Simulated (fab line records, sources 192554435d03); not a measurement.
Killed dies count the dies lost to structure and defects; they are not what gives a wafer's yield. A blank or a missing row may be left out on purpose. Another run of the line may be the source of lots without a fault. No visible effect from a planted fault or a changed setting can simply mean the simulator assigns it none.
Problem report, 8D (eight disciplines) form, completed by code    flow n5Finfet    the parts of the form that need people (team, actions taken, sign-off) are left out

== 1. WHAT IS WRONG ==
overpolishRunS at N5_BEOL_M7_CMP_52 reads a mean of 1.601 s on 4 wafers of 2 lots; wafers without a fault read 6.900 s with a standard deviation of 0.0091. So: -99 or more standard deviations from the usual mean.
The step: polishes, stops on SiCOH lowk, t overpolish 6.9 s, target thk 80 nm.
Earliest sighting: wafer L745.1 on cmp-01 at day 12 19:22. The record has a number at this step for 30 wafers belonging to 10 lots. Rule for "out" (also "out of limits"): further than 4 standard deviations from the usual mean. Any other wafer with a number is counted as sound.

== 2. WHAT IT IS, AND WHAT IT ISN'T ==
question                     is                                     is not
which readings at this step  overpolishRunS, barrierFieldEndpointS  clearingPlatenDownForcePsi, motorCurrentA, retainingRingPressureFrac
which lots                   L745, L747                             L729, L731, L732, L733, L736, L737, L750, L751
which wafers of those lots   L745.1, L745.4, L747.2, L747.4         L745.5, L747.3
read on which tools          cmp-01                                 cmp-02, cmp-03
when                         from day 12 19:22                      up to then (19 sound wafers); but 7 sound wafers of L747, L750, L751 came after

== 3. WHAT RULES OUT EACH SUSPECT ==
Counting: any tool at a process step up to the reading remains a suspect provided it ran every lot that is out. Sound lots after the first of them don't rule it out here, since some wafers of a struck lot are sound.
- pecvd-04 at N5_BEOL_M7_PECVD_70 (deposits SiO2 from TEOS/O2, target thk 20 nm, time 22.7 s): kept. It processed each lot that is out (first: L745, day 12 14:18); up to then, its last sound lot is L737 (day 11 06:47).
- uvCure-01 at N5_BEOL_M7_CURE_75 (cures SiCOH lowk, time 120 s): kept. It processed each lot that is out (first: L745, day 12 17:22); up to then, its last sound lot is L737 (day 11 10:41).
- cmp-01 at N5_BEOL_M7_CMP_52 (polishes, stops on SiCOH lowk, t overpolish 6.9 s, target thk 80 nm): kept. It processed each lot that is out (first: L745, day 12 19:22); up to then, its last sound lot is L733 (day 10 04:11). Its own barrierFieldEndpointS, overpolishRunS readings are out on those wafers.
- At N5_BEOL_M7_PECVD_70 on pecvd-04, chamber 0 took the sound wafers of the same lots and chamber 1 took the wafers that are out.
- Within cmp-01 at N5_BEOL_M7_CMP_52: the wafers that are out ran in chambers 2, 3; their sound lot-mates ran in chambers 0, 1.
After the count, these remain: pecvd-04 at N5_BEOL_M7_PECVD_70, uvCure-01 at N5_BEOL_M7_CURE_75 and cmp-01 at N5_BEOL_M7_CMP_52.

== 4. THE CAUSE (what the simulator had put in) ==
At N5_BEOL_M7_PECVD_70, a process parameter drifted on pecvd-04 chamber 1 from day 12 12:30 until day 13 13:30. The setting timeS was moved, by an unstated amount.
Of the 3 suspects that counting leaves, this tool is one.

== 5. SEQUENCE OF EFFECTS, ordered by route ==
One row per reading whose mean, taken over the struck wafers that have a number, lies over 3 standard deviations from the usual. Readings are gone through only where the record gives a usual standard deviation; hours: the median, over the lots, of the time from a lot's start at the first step in this table giving one to that lot's start at this step; sigmas: the change measured in usual standard deviations.
hours  step               reading                usual    on struck wafers  change  sigmas
0      N5_BEOL_M7_CMP_52  barrierFieldEndpointS  28.5 s   45.1              +16.6   +25
0      N5_BEOL_M7_CMP_52  overpolishRunS         6.900 s  1.601             -5.299  -99 or more
Here are the process steps it includes:
- N5_BEOL_M7_CMP_52: polishes, stops on SiCOH lowk, t overpolish 6.9 s, target thk 80 nm.
Later measuring or inspecting steps at which every struck wafer that the step has a row for has a number for every such reading, and none has moved that far: N5_BEOL_M8_THK_MEAS_01.

== 6. WHAT WOULD HAVE CAUGHT IT SOONER ==
7 hours passed between the start of the fault at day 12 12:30 and the first reading out of limits in this record, taken at day 12 19:22.
Tool readings at N5_BEOL_M7_PECVD_70 with a usual standard deviation given in the record: none out on any struck wafer, hence no alarm at a limit of 4 standard deviations on them.
L747, from the lots that are out (2), started N5_BEOL_M7_PECVD_70 on pecvd-04 later than day 12 19:22. Putting the tool on hold at that point would have spared it.
